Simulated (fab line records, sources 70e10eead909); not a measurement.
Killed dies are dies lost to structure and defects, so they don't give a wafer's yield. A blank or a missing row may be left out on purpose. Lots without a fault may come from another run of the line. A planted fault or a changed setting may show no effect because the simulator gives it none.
fab line records | flow nand_harc
record lots=13 wafers=39 last_day=32
route steps=1302 shown A_ONON_D1@425 END@1302
lots that met no fault: from a run of the same line without faults
start_h: hours from the record's first day to the start of the lot's first wafer shown | wait_h: hours since the lot's step before | " the same as in the row above | L1.1+2: a row that stands for several wafers | - no value, or no start given | * or withheld: withheld | < > ~ a bound
route shown NAME@n: a module of which the file shows steps, and the number in the route of the first | usual: mean/standard deviation of fault-free wafers | same: alike in all rows | chamber/n: place in a boat | sites: the reading at each site | _std_site: their standard deviation | _edge_site: outer sites' mean less inner sites' | radius_mm: how far each site lies from the wafer's centre | mask NAME#n: copy n | behind: the tool/chamber that last shaped the wafer | hold: why the lot was held/for how many hours/how that ended | device: the transistor (n, p or np) that didn't switch | end of line: the same wafers' tests at the end of the route | a step without rows: its recipe alone | killed: dies lost to structure and defects at the first sort, not the wafer's yield | map: a wafer's dies, x killed, . not, _ none there
set.NAME: the setting as run; set.NAME@STEP: as run at that earlier step | model.NAME: the simulator's own value behind a step, which no gauge read
steps of the route over a sample of lots; a table a step, a row a wafer
services: from which hour (start_h, from the record's first day; less than 0 if before it) a tool's chamber was out of use, for how many hours, and why
## steps
# step NHARC_A_ONON_D1_THK_MEAS_02
# recipe thk_meas_gauge=ellipsometry
# usual thk_nm=1003/7.9
# columns lot.wafer tool chamber start_h wait_h thk_nm
L530.1 film_metro-02 - 185.82 - 1011
L530.3 " - " " 1012
L530.5 " - " " 1011
L531.1 film_metro-02 - 185.83 - 1008
L531.3 " - " " 1009
L531.6 " - " " 1008
L532.4 film_metro-02 - 196.44 - 997
L532.5 " - " " 996
L532.6 " - " " 996
L536.2 film_metro-01 - 240.83 - 1004
L536.5 " - " " 1003
L536.6 " - " " 1003
L541.1 film_metro-01 - 292.46 - 1002
L541.2 " - " " 1000
L541.3 " - " " 1001
L543.2 film_metro-01 - 314.33 - 998
L543.4 " - " " 1000
L543.5 " - " " 999
L542.1 film_metro-02 - 314.33 - 1001
L542.2 " - " " 1002
L542.3 " - " " 1002
L545.1 film_metro-01 - 325.42 - 991
L545.3 " - " " 992
L545.5 " - " " 990
L544.1 film_metro-01 - 325.56 - 995
L544.5 " - " " 994
L544.6 " - " " 995
L546.1 film_metro-01 - 342.18 - 998
L546.2 " - " " 998
L546.5 " - " " 1000
L547.1 film_metro-01 - 351.96 - 985
L547.3 " - " " 984
L547.4 " - " " 985
L548.2 film_metro-01 - 364.33 - 1002
L548.4 " - " " 1003
L548.6 " - " " 1005
L550.1 film_metro-01 - 376.61 - 1005
L550.4 " - " " 1005
L550.5 " - " " 1004
# step NHARC_A_ONON_D1_THK_MEAS_08
# recipe thk_meas_gauge=ellipsometry
# usual thk_nm=999/11
# columns lot.wafer tool chamber start_h wait_h thk_nm
L530.1 film_metro-02 - 186.96 - 1002
L530.3 " - " " 1004
L530.5 " - " " 1003
L531.1 film_metro-01 - 186.97 - 1001
L531.3 " - " " 1000
L531.6 " - " " 1002
L532.4 film_metro-02 - 197.58 - 993
L532.5 " - " " 995
L532.6 " - " " 996
L536.2 film_metro-02 - 241.97 - 1003
L536.5 " - " " 1004
L536.6 " - " " 1004
L541.1 film_metro-02 - 293.59 - 998
L541.2 " - " " 997
L541.3 " - " " 997
L543.2 film_metro-01 - 315.47 - 1005
L543.4 " - " " 1002
L543.5 " - " " 1003
L542.1 film_metro-02 - 315.47 - 980
L542.2 " - " " 982
L542.3 " - " " 980
L545.1 film_metro-01 - 326.61 - 976
L545.3 " - " " 977
L545.5 " - " " 977
L544.1 film_metro-02 - 326.70 - 985
L544.5 " - " " 985
L544.6 " - " " 984
L546.1 film_metro-01 - 343.31 - 1000
L546.2 " - " " 1000
L546.5 " - " " 1002
L547.1 film_metro-02 - 353.10 - 994
L547.3 " - " " 994
L547.4 " - " " 995
L548.2 film_metro-01 - 365.47 - 1028
L548.4 " - " " 1028
L548.6 " - " " 1028
L550.1 film_metro-01 - 377.74 - 991
L550.4 " - " " 993
L550.5 " - " " 992
# step NHARC_A_ONON_D1_DEP_12
# recipe target_thk_a=10000 n2_flow_sccm=2750 n2o_flow_sccm=2000 nh3_flow_sccm=500 sih4_flow_sccm=210 temp_c=400
# columns lot.wafer tool chamber start_h wait_h
L530.1+3+5 pecvd_onon-04 0 187.58 0.1
L531.1+3+6 pecvd_onon-03 0 187.59 0.1
L532.4+5+6 pecvd_onon-04 0 198.37 0.2
L536.2+5+6 pecvd_onon-04 0 242.65 0.1
L541.1+2+3 pecvd_onon-03 0 294.21 0.1
L543.2+4+5 pecvd_onon-01 0 316.43 0.2
L542.1+2+3 pecvd_onon-03 0 316.46 0.3
L545.1+3+5 pecvd_onon-04 0 327.23 0.1
L544.1+5+6 pecvd_onon-03 0 327.37 0.1
L546.1+2+5 pecvd_onon-03 0 343.92 0.1
L547.1+3+4 pecvd_onon-04 0 353.72 0.1
L548.2+4+6 pecvd_onon-04 0 366.14 0.1
L550.1+4+5 pecvd_onon-01 0 378.37 0.1
# step NHARC_A_ONON_D1_THK_MEAS_14
# recipe thk_meas_gauge=ellipsometry
# usual thk_nm=999/11
# columns lot.wafer tool chamber start_h wait_h thk_nm
L530.1 film_metro-01 - 188.08 - 993
L530.3 " - " " 992
L530.5 " - " " 994
L531.1 film_metro-01 - 188.10 - 1009
L531.3 " - " " 1008
L531.6 " - " " 1008
L532.4 film_metro-02 - 198.71 - 995
L532.5 " - " " 998
L532.6 " - " " 1000
L536.2 film_metro-02 - 243.11 - 1710
L536.5 " - " " 1710
L536.6 " - " " 1710
L541.1 film_metro-02 - 294.72 - 1021
L541.2 " - " " 1021
L541.3 " - " " 1021
L543.2 film_metro-02 - 316.88 - 998
L543.4 " - " " 999
L543.5 " - " " 1001
L542.1 film_metro-01 - 316.97 - 999
L542.2 " - " " 998
L542.3 " - " " 998
L545.1 film_metro-02 - 327.73 - 986
L545.3 " - " " 986
L545.5 " - " " 986
L544.1 film_metro-01 - 327.89 - 1013
L544.5 " - " " 1011
L544.6 " - " " 1010
L546.1 film_metro-01 - 344.44 - 1008
L546.2 " - " " 1011
L546.5 " - " " 1009
L547.1 film_metro-02 - 354.23 - 995
L547.3 " - " " 994
L547.4 " - " " 996
L548.2 film_metro-02 - 366.59 - 1000
L548.4 " - " " 1000
L548.6 " - " " 999
L550.1 film_metro-01 - 378.87 - 1007
L550.4 " - " " 1006
L550.5 " - " " 1008
# step NHARC_END_SORT_01
# recipe temp_c=25
# usual killed_at_array=57/18 killed_at_other=0.9/1.3 killed_at_periphery=3.5/2.2 killed_dies=62/18 killed_open=3.0/1.7 killed_short=2.3/1.5
# same gross_dies=677
# columns lot.wafer tool chamber start_h wait_h killed_at_array killed_at_other killed_at_periphery killed_dies killed_open killed_short
L530.1 prober-02 0 591.22 2.5 74 0 3 77 5 5
L530.3 prober-02 0 592.81 3.1 71 1 3 75 1 3
L530.5 prober-02 0 594.40 3.7 61 1 2 64 3 2
L532.4 prober-01 0 593.60 3.4 72 0 3 75 2 1
L532.5 prober-01 0 594.40 3.7 80 1 5 86 5 1
L532.6 prober-01 0 595.20 4.0 78 0 3 81 2 3
L531.1 prober-02 0 601.76 2.5 62 3 0 65 2 2
L531.3 prober-02 0 603.36 3.1 50 2 3 55 2 2
L531.6 prober-02 0 605.75 4.0 50 1 3 54 3 1
L536.2 prober-02 0 655.69 2.8 674 0 3 677 4 4
L536.5 prober-02 0 658.08 3.7 673 2 2 677 3 3
L536.6 prober-02 0 658.88 4.0 675 0 2 677 8 1
L541.1 prober-01 0 692.56 2.5 42 1 4 47 3 1
L541.2 prober-01 0 693.36 2.8 48 1 5 54 5 2
L541.3 prober-01 0 694.16 3.1 40 0 3 43 3 1
L545.1 prober-01 0 706.39 2.4 78 0 1 79 2 2
L545.3 prober-01 0 707.97 3.0 67 0 2 69 3 0
L545.5 prober-01 0 709.56 3.7 63 0 2 65 2 6
L543.2 prober-02 0 707.28 2.8 64 1 6 71 5 4
L543.4 prober-02 0 708.91 3.4 82 0 3 85 5 3
L543.5 prober-02 0 709.72 3.8 55 2 7 64 4 3
L544.1 prober-01 0 714.15 2.5 46 1 4 51 3 0
L544.5 prober-01 0 717.36 3.7 50 0 6 56 6 1
L544.6 prober-01 0 718.16 4.0 59 1 6 66 4 5
L542.1 prober-02 0 715.17 2.5 44 0 3 47 1 1
L542.2 prober-02 0 715.97 2.8 42 1 3 46 0 2
L542.3 prober-02 0 716.78 3.1 44 2 2 48 5 2
L546.1 prober-01 0 733.07 2.4 55 0 5 60 1 1
L546.2 prober-01 0 733.87 2.7 49 0 5 54 4 0
L546.5 prober-01 0 736.26 3.7 46 0 11 57 2 1
L547.1 prober-02 0 740.72 2.4 62 1 1 64 4 2
L547.3 prober-02 0 742.32 3.1 62 2 1 65 3 4
L547.4 prober-02 0 743.12 3.4 69 1 3 73 0 1
L548.2 prober-02 0 765.72 2.7 46 0 6 52 1 3
L548.4 prober-02 0 767.32 3.4 41 0 2 43 1 3
L548.6 prober-02 0 768.92 4.0 46 0 5 51 2 1
L550.1 prober-01 0 771.97 2.5 29 1 1 31 2 4
L550.4 prober-01 0 774.40 3.4 43 3 2 48 4 3
L550.5 prober-01 0 775.21 3.7 42 4 2 48 2 5
# killed by level:class
L530.1 A_CHANNEL_HOLE_D1:chamber_film_flake=30 A_SLIT:chamber_film_flake=20 A_CHANNEL_HOLE_D2:chamber_film_flake=5 A_BONDPAD:chamber_film_flake=4 A_CHANNEL_FILL_D2:chamber_film_flake=2 A_STAIRCASE:chamber_film_flake=2 A_CONTACT:chamber_film_flake=2 P_GATE:geometric_particle:open=1
L530.3 A_CHANNEL_HOLE_D1:chamber_film_flake=32 A_SLIT:chamber_film_flake=20 A_CHANNEL_HOLE_D2:chamber_film_flake=5 A_CONTACT:chamber_film_flake=4 A_CHANNEL_FILL_D2:chamber_film_flake=3 A_STAIRCASE:chamber_film_flake=3 P_M0:geometric_particle:open=1 P_M0:geometric_particle:short=1
L532.4 A_CHANNEL_HOLE_D1:chamber_film_flake=34 A_CHANNEL_HOLE_D2:chamber_film_flake=26 A_CHANNEL_FILL_D2:chamber_film_flake=4 A_CONTACT:chamber_film_flake=4 A_CHANNEL_FILL_D2:geometric_particle:short=1 A_CHANNEL_FILL_D2:geometric_particle:open=1 A_WL_FILL:geometric_particle:open=1 P_ZERO_WELL:chamber_film_flake=1
L530.5 A_CHANNEL_HOLE_D1:chamber_film_flake=22 A_SLIT:chamber_film_flake=18 A_CHANNEL_HOLE_D2:chamber_film_flake=8 A_CONTACT:chamber_film_flake=5 A_STAIRCASE:chamber_film_flake=4 P_GATE:geometric_particle:open=1 A_SOURCE_PLATE:geometric_particle:open=1 A_ONON_D1:geometric_particle:short=1
L532.5 A_CHANNEL_HOLE_D2:chamber_film_flake=34 A_CHANNEL_HOLE_D1:chamber_film_flake=33 P_GATE:chamber_film_flake=3 A_CONTACT:chamber_film_flake=3 A_CHANNEL_FILL_D2:geometric_particle:open=2 A_CHANNEL_FILL_D2:chamber_film_flake=2 A_BONDPAD:chamber_film_flake=2 A_CHANNEL_HOLE_D1:geometric_particle:short=1
L532.6 A_CHANNEL_HOLE_D1:chamber_film_flake=33 A_CHANNEL_HOLE_D2:chamber_film_flake=33 A_CONTACT:chamber_film_flake=3 P_GATE:chamber_film_flake=2 A_CHANNEL_FILL_D2:chamber_film_flake=2 P_CONTACT:geometric_particle:open=1 A_DECK1_JOINT:geometric_particle:short=1 A_CHANNEL_FILL_D2:geometric_particle:short=1
L531.1 A_CHANNEL_HOLE_D2:chamber_film_flake=38 A_CHANNEL_HOLE_D1:chamber_film_flake=4 A_CONTACT:chamber_film_flake=4 A_CHANNEL_FILL_D1:chamber_film_flake=3 A_DECK1_JOINT:chamber_film_flake=3 THIN_TSV:chamber_film_flake=3 A_STAIRCASE:chamber_film_flake=2 A_SGD_CUT:chamber_film_flake=2
L531.3 A_CHANNEL_HOLE_D2:chamber_film_flake=34 A_CHANNEL_HOLE_D1:chamber_film_flake=4 P_GATE:chamber_film_flake=3 A_SLIT:chamber_film_flake=3 A_STAIRCASE:chamber_film_flake=2 THIN_TSV:chamber_film_flake=2 A_DECK1_JOINT:geometric_particle:open=1 A_ONON_D2:geometric_particle:open=1
L531.6 A_CHANNEL_HOLE_D2:chamber_film_flake=35 A_CONTACT:chamber_film_flake=5 A_SLIT:chamber_film_flake=4 P_M2:geometric_particle:open=2 A_CHANNEL_HOLE_D1:chamber_film_flake=2 A_CHANNEL_FILL_D1:chamber_film_flake=2 P_M0:geometric_particle:open=1 A_ONON_D1:geometric_particle:short=1
L536.2 A_ONON_D1:area_dep=639 A_CHANNEL_HOLE_D2:chamber_film_flake=16 A_CHANNEL_HOLE_D1:chamber_film_flake=4 A_BONDPAD:chamber_film_flake=3 A_WL_FILL:chamber_film_flake=2 P_CONTACT:geometric_particle:open=1 A_ONON_D1:geometric_particle:short=1 A_CHANNEL_FILL_D1:geometric_particle:open=1
L536.5 A_ONON_D1:area_dep=645 A_CHANNEL_HOLE_D2:chamber_film_flake=10 A_CHANNEL_HOLE_D1:chamber_film_flake=6 A_WL_FILL:chamber_film_flake=3 A_SLIT:chamber_film_flake=2 A_CONTACT:chamber_film_flake=2 P_M0:geometric_particle:open=1 A_DECK1_JOINT:geometric_particle:open=1
L536.6 A_ONON_D1:area_dep=641 A_CHANNEL_HOLE_D1:chamber_film_flake=8 A_CHANNEL_HOLE_D2:chamber_film_flake=8 A_BONDPAD:chamber_film_flake=4 A_M1:geometric_particle:open=2 A_STAIRCASE:chamber_film_flake=2 P_M0:geometric_particle:open=1 A_ONON_D2:geometric_particle:open=1
L541.1 A_SLIT:chamber_film_flake=29 A_CHANNEL_HOLE_D1:chamber_film_flake=8 P_ZERO_WELL:chamber_film_flake=3 P_CONTACT:geometric_particle:open=1 A_ONON_D2:geometric_particle:open=1 A_BLC:geometric_particle:open=1 A_M1:geometric_particle:short=1 A_DECK1_JOINT:chamber_film_flake=1
L541.2 A_SLIT:chamber_film_flake=32 A_CHANNEL_HOLE_D1:chamber_film_flake=5 P_STI:chamber_film_flake=3 A_SGD_CUT:geometric_particle:open=2 A_M0:geometric_particle:open=2 P_ZERO_WELL:chamber_film_flake=2 A_CHANNEL_HOLE_D1:geometric_particle:open=1 A_CHANNEL_FILL_D1:geometric_particle:short=1
L541.3 A_SLIT:chamber_film_flake=19 A_CHANNEL_HOLE_D1:chamber_film_flake=9 A_CONTACT:chamber_film_flake=5 A_STAIRCASE:chamber_film_flake=3 P_STI:chamber_film_flake=2 P_M2:geometric_particle:open=1 A_ONON_D1:geometric_particle:open=1 A_STAIRCASE:geometric_particle:open=1
L545.1 A_CHANNEL_HOLE_D1:chamber_film_flake=41 A_CHANNEL_HOLE_D2:chamber_film_flake=22 A_CHANNEL_FILL_D1:geometric_particle:short=2 A_SLIT:chamber_film_flake=2 A_STAIRCASE:chamber_film_flake=2 A_CONTACT:chamber_film_flake=2 A_BLC:chamber_film_flake=2 A_CHANNEL_FILL_D1:geometric_particle:open=1
L543.2 A_SLIT:chamber_film_flake=21 A_CHANNEL_HOLE_D2:chamber_film_flake=14 A_CHANNEL_HOLE_D1:chamber_film_flake=8 A_STAIRCASE:chamber_film_flake=5 P_GATE:chamber_film_flake=3 A_BLC:chamber_film_flake=3 P_M0:geometric_particle:open=2 A_DECK1_JOINT:chamber_film_flake=2
L545.3 A_CHANNEL_HOLE_D1:chamber_film_flake=37 A_CHANNEL_HOLE_D2:chamber_film_flake=16 A_DECK1_JOINT:chamber_film_flake=4 A_CONTACT:chamber_film_flake=3 A_ZERO_WELL:chamber_film_flake=2 A_SLIT:chamber_film_flake=2 P_M2:geometric_particle:open=1 P_BONDPAD:geometric_particle:open=1
L543.4 A_SLIT:chamber_film_flake=33 A_CHANNEL_HOLE_D2:chamber_film_flake=20 A_CHANNEL_HOLE_D1:chamber_film_flake=7 A_SGD_CUT:chamber_film_flake=4 A_CHANNEL_FILL_D2:chamber_film_flake=3 A_STAIRCASE:chamber_film_flake=3 A_BLC:chamber_film_flake=3 A_M0:geometric_particle:open=2
L545.5 A_CHANNEL_HOLE_D1:chamber_film_flake=29 A_CHANNEL_HOLE_D2:chamber_film_flake=18 A_SLIT:chamber_film_flake=3 A_CONTACT:chamber_film_flake=3 A_ONON_D2:geometric_particle:short=2 A_DECK1_JOINT:geometric_particle:short=1 A_ONON_D2:geometric_particle:open=1 A_CHANNEL_FILL_D2:geometric_particle:open=1
L543.5 A_SLIT:chamber_film_flake=28 A_CHANNEL_HOLE_D2:chamber_film_flake=7 A_STAIRCASE:chamber_film_flake=5 A_CHANNEL_HOLE_D1:chamber_film_flake=3 A_CONTACT:chamber_film_flake=3 A_CHANNEL_FILL_D2:geometric_particle:short=2 P_GATE:chamber_film_flake=2 P_M0:chamber_film_flake=2
L544.1 A_CHANNEL_HOLE_D2:chamber_film_flake=22 A_SLIT:chamber_film_flake=15 A_STAIRCASE:chamber_film_flake=3 A_CONTACT:chamber_film_flake=3 P_GATE:chamber_film_flake=2 P_CONTACT:geometric_particle:open=1 A_SOURCE_PLATE:geometric_particle:open=1 A_SGD_CUT:geometric_particle:open=1
L542.1 A_CHANNEL_HOLE_D1:chamber_film_flake=34 A_SGD_CUT:chamber_film_flake=4 P_GATE:chamber_film_flake=2 A_DECK1_JOINT:chamber_film_flake=2 A_SGD_CUT:geometric_particle:open=1 A_M0:geometric_particle:short=1 P_ZERO_WELL:chamber_film_flake=1 A_ZERO_WELL:chamber_film_flake=1
L542.2 A_CHANNEL_HOLE_D1:chamber_film_flake=28 A_SGD_CUT:chamber_film_flake=5 A_DECK1_JOINT:chamber_film_flake=3 A_SLIT:chamber_film_flake=2 A_SOURCE_PLATE:geometric_particle:short=1 A_M1:geometric_particle:short=1 P_ZERO_WELL:chamber_film_flake=1 P_GATE:chamber_film_flake=1
L542.3 A_CHANNEL_HOLE_D1:chamber_film_flake=29 A_DECK1_JOINT:chamber_film_flake=3 A_SGD_CUT:chamber_film_flake=3 A_SLIT:chamber_film_flake=2 THIN_TSV:chamber_film_flake=2 P_CONTACT:geometric_particle:open=1 P_M1:geometric_particle:short=1 A_CHANNEL_FILL_D1:geometric_particle:open=1
L544.5 A_SLIT:chamber_film_flake=22 A_CHANNEL_HOLE_D2:chamber_film_flake=11 A_CHANNEL_HOLE_D1:chamber_film_flake=5 A_CONTACT:chamber_film_flake=5 P_GATE:chamber_film_flake=3 P_CONTACT:geometric_particle:open=2 A_ONON_D1:geometric_particle:open=1 A_CHANNEL_FILL_D1:geometric_particle:short=1
L544.6 A_SLIT:chamber_film_flake=24 A_CHANNEL_HOLE_D2:chamber_film_flake=18 A_CONTACT:chamber_film_flake=5 A_CHANNEL_HOLE_D1:chamber_film_flake=4 P_GATE:chamber_film_flake=3 P_GATE:geometric_particle:open=1 P_M0:geometric_particle:open=1 A_ONON_D1:geometric_particle:short=1
L546.1 A_CHANNEL_HOLE_D2:chamber_film_flake=32 A_CONTACT:chamber_film_flake=8 A_SLIT:chamber_film_flake=7 P_GATE:chamber_film_flake=4 A_CHANNEL_HOLE_D1:chamber_film_flake=3 A_STAIRCASE:chamber_film_flake=2 A_CHANNEL_HOLE_D2:geometric_particle:short=1 A_M0:geometric_particle:open=1
L546.2 A_CHANNEL_HOLE_D2:chamber_film_flake=20 A_CONTACT:chamber_film_flake=9 A_CHANNEL_HOLE_D1:chamber_film_flake=7 A_SLIT:chamber_film_flake=4 P_GATE:chamber_film_flake=2 A_DECK1_JOINT:chamber_film_flake=2 A_STAIRCASE:chamber_film_flake=2 A_WL_FILL:chamber_film_flake=2
L546.5 A_CHANNEL_HOLE_D2:chamber_film_flake=17 A_CHANNEL_HOLE_D1:chamber_film_flake=8 A_CONTACT:chamber_film_flake=8 A_WL_FILL:chamber_film_flake=6 P_M1:chamber_film_flake=5 P_STI:chamber_film_flake=4 P_GATE:chamber_film_flake=2 A_SLIT:chamber_film_flake=2
L547.1 A_CHANNEL_HOLE_D1:chamber_film_flake=22 A_CHANNEL_HOLE_D2:chamber_film_flake=21 A_M1:chamber_film_flake=5 A_STAIRCASE:chamber_film_flake=4 A_SLIT:chamber_film_flake=3 A_CHANNEL_FILL_D1:geometric_particle:short=1 A_ONON_D2:geometric_particle:open=1 A_BLC:geometric_particle:open=1
L547.3 A_CHANNEL_HOLE_D1:chamber_film_flake=25 A_CHANNEL_HOLE_D2:chamber_film_flake=19 A_M1:chamber_film_flake=4 A_CHANNEL_FILL_D1:geometric_particle:open=2 A_WL_FILL:geometric_particle:short=2 A_SLIT:chamber_film_flake=2 A_STAIRCASE:chamber_film_flake=2 A_CONTACT:chamber_film_flake=2
L547.4 A_CHANNEL_HOLE_D1:chamber_film_flake=34 A_CHANNEL_HOLE_D2:chamber_film_flake=19 A_STAIRCASE:chamber_film_flake=5 A_M1:chamber_film_flake=4 A_SLIT:chamber_film_flake=3 P_ZERO_WELL:chamber_film_flake=2 A_CONTACT:chamber_film_flake=2 P_M0:geometric_particle:short=1
L548.2 A_CHANNEL_HOLE_D1:chamber_film_flake=18 A_CONTACT:chamber_film_flake=12 A_STAIRCASE:chamber_film_flake=5 P_M1:chamber_film_flake=3 A_SLIT:chamber_film_flake=3 A_CHANNEL_FILL_D1:chamber_film_flake=2 A_SGD_CUT:chamber_film_flake=2 P_CONTACT:geometric_particle:short=1
L548.4 A_CONTACT:chamber_film_flake=15 A_CHANNEL_HOLE_D1:chamber_film_flake=9 A_SLIT:chamber_film_flake=6 A_STAIRCASE:chamber_film_flake=3 P_M1:chamber_film_flake=2 A_CHANNEL_FILL_D1:chamber_film_flake=2 A_ONON_D1:geometric_particle:open=1 A_CHANNEL_FILL_D1:geometric_particle:short=1
L548.6 A_SLIT:chamber_film_flake=14 A_CHANNEL_HOLE_D1:chamber_film_flake=13 A_CONTACT:chamber_film_flake=7 A_BONDPAD:chamber_film_flake=2 P_GATE:chamber_film_flake=2 P_M1:chamber_film_flake=2 A_STAIRCASE:chamber_film_flake=2 A_SGD_CUT:chamber_film_flake=2
L550.1 A_CHANNEL_HOLE_D1:chamber_film_flake=11 A_CONTACT:chamber_film_flake=4 A_SLIT:chamber_film_flake=3 A_SGD_CUT:geometric_particle:short=2 A_CHANNEL_HOLE_D2:chamber_film_flake=2 A_ONON_D1:geometric_particle:open=1 A_ONON_D1:geometric_particle:short=1 A_SGD_CUT:geometric_particle:open=1
L550.4 A_CHANNEL_HOLE_D1:chamber_film_flake=20 A_SLIT:chamber_film_flake=9 A_CONTACT:chamber_film_flake=6 THIN_TSV:chamber_film_flake=3 A_M1:chamber_film_flake=2 P_GATE:geometric_particle:short=1 P_GATE:geometric_particle:open=1 A_ONON_D1:geometric_particle:short=1
L550.5 A_CHANNEL_HOLE_D1:chamber_film_flake=15 A_SLIT:chamber_film_flake=9 A_CONTACT:chamber_film_flake=4 A_M1:chamber_film_flake=3 THIN_TSV:chamber_film_flake=3 A_STAIRCASE:chamber_film_flake=2 P_M2:geometric_particle:short=1 A_SOURCE_PLATE:geometric_particle:short=1
## services
# columns tool chamber start_h hours kind
pecvd_onon-03 - 227.00 13.0 pm
pecvd_onon-01 - 269.00 13.0 pm
pecvd_onon-04 - 311.20 13.0 pm
## key
first_sign step=NHARC_A_ONON_D1_THK_MEAS_14 reading=thk_nm direction=up sigmas=64 usual=999 struck=1710
effect step=NHARC_END_SORT_01 reading=killed_dies direction=up sigmas=35 usual=62 struck=677
more_kills_born_at NHARC_A_ONON_D1_DEP_12@pecvd_onon-04=1925
met_at NHARC_A_ONON_D1_DEP_12
struck_lots L536
later_rows_left_out L536.2,L536.5,L536.6
tester_left_out L536
not_acting_at NHARC_A_ONON_D1_THK_MEAS_02,NHARC_A_ONON_D1_THK_MEAS_08
onset_between 198.37 242.65
fault kind=process_parameter_drift tool=pecvd_onon-04 chamber=- onset_h=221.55 steps=NHARC_A_ONON_D1_DEP_12 channel=target_thk_a offset=* shape=step end_h=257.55 acts_in=* stated=*
# tester_left_out: of these lots the tester's yield and bins aren't shown, on N5 and GAA mostly nor the transistor test; their killed dies are dies lost to structure and defects alone, not to doping, threshold or leakage, so they don't give the yield
# later_rows_left_out: the simulator's readings of these wafers behind a module that went badly wrong aren't trusted and aren't shown, but for the sort
